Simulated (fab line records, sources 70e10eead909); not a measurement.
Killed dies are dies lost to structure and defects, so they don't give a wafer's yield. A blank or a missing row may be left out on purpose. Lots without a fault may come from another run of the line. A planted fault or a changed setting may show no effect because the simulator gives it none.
A struck lot beside a sound one | flow nand_harc | 15 steps out of a route of 1159
Sound: wafers L270.3, L270.4, L270.6. Struck: wafer L287.6. (L287.2, L287.4 of the same lot were not struck and are left out.) The cause comes at the end.
At each step with rows: each side's tool, then ch and its chambers, then its first start. Under that, the readings that differ: sound wafers | struck wafers | difference of the means | sigmas: that difference in standard deviations of wafers without a fault.
alike: readings whose means differ by less than 2 such deviations, and words and numbers that are the same on both sides. not compared: withheld readings, readings that some wafer has no value for, bounds like >300 that may hide the same value, and numbers for which the record gives no deviation and whose values overlap.
The two part at a step that has a row with sigmas, a row that says differs or no value, or rows on one side only. Numbers that don't overlap but have no deviation are shown without sigmas and don't part them. A reading that every wafer of one side lacks parts them only if that side has two wafers or more.

first, 1 step without rows for these wafers: NHARC_A_ONON_D1_DEP_00 (target thk 1000 nm).
NHARC_A_ONON_D1_THK_MEAS_02: measures by ellipsometry.
  sound on film_metro-01, day 8 14:34; struck on film_metro-01, day 13 07:34
  alike: thk_nm
then, 1 step without rows for these wafers: NHARC_A_ONON_D1_DEP_03 (target thk 1000 nm).
NHARC_A_ONON_D1_THK_MEAS_05: measures by ellipsometry.
  sound on film_metro-02, day 8 15:09; struck on film_metro-01, day 13 08:08
  reading     | sound       | struck | difference | sigmas
  thk_nm (nm) | 988 988 987 | 1005   | +17        | +2
then, 1 step without rows for these wafers: NHARC_A_ONON_D1_DEP_06 (target thk 1000 nm).
NHARC_A_ONON_D1_THK_MEAS_08: measures by ellipsometry.
  sound on film_metro-01, day 8 15:43; struck on film_metro-01, day 13 08:42
  reading     | sound       | struck | difference | sigmas
  thk_nm (nm) | 991 992 991 | 1016   | +25        | +2
then, 1 step without rows for these wafers: NHARC_A_ONON_D1_DEP_09 (target thk 1000 nm).
NHARC_A_ONON_D1_THK_MEAS_11: measures by ellipsometry.
  sound on film_metro-02, day 8 16:17; struck on film_metro-02, day 13 09:16
  alike: thk_nm
then, 1 step without rows for these wafers: NHARC_A_ONON_D1_DEP_12 (target thk 1000 nm).
NHARC_A_ONON_D1_THK_MEAS_14: measures by ellipsometry.
  sound on film_metro-01, day 8 16:51; struck on film_metro-02, day 13 09:50
  alike: thk_nm
then, 1 step without rows for these wafers: NHARC_A_ONON_D1_ANNEAL_15 (time 3600 s).
NHARC_A_ONON_D1_DEP_16: target thk 1000 nm.
  sound on pecvd_onon-02 ch 0, day 8 23:37; struck on pecvd_onon-03 ch 0, day 13 16:55
NHARC_A_ONON_D1_THK_MEAS_18: measures by ellipsometry.
  sound on film_metro-02, day 9 00:01; struck on film_metro-02, day 13 17:22
  reading     | sound          | struck | difference | sigmas
  thk_nm (nm) | 1009 1009 1011 | 756    | -254       | -29
then, 1 step without rows for these wafers: NHARC_A_ONON_D1_DEP_19 (target thk 1000 nm).
-- the record jumps here: 12 days lie between the struck wafers' starts before and after (it left off in module A_ONON_D1 and takes up again in module END, whose first step shown is number 1159 of the route) --
NHARC_END_SORT_01:
  the record has rows for the struck wafers here (prober-01 ch 0, day 25 16:19) and none for the sound ones

WHERE THEY PART
First at NHARC_A_ONON_D1_THK_MEAS_05; last, within this record, at NHARC_END_SORT_01.

WHY: what the simulator had put in
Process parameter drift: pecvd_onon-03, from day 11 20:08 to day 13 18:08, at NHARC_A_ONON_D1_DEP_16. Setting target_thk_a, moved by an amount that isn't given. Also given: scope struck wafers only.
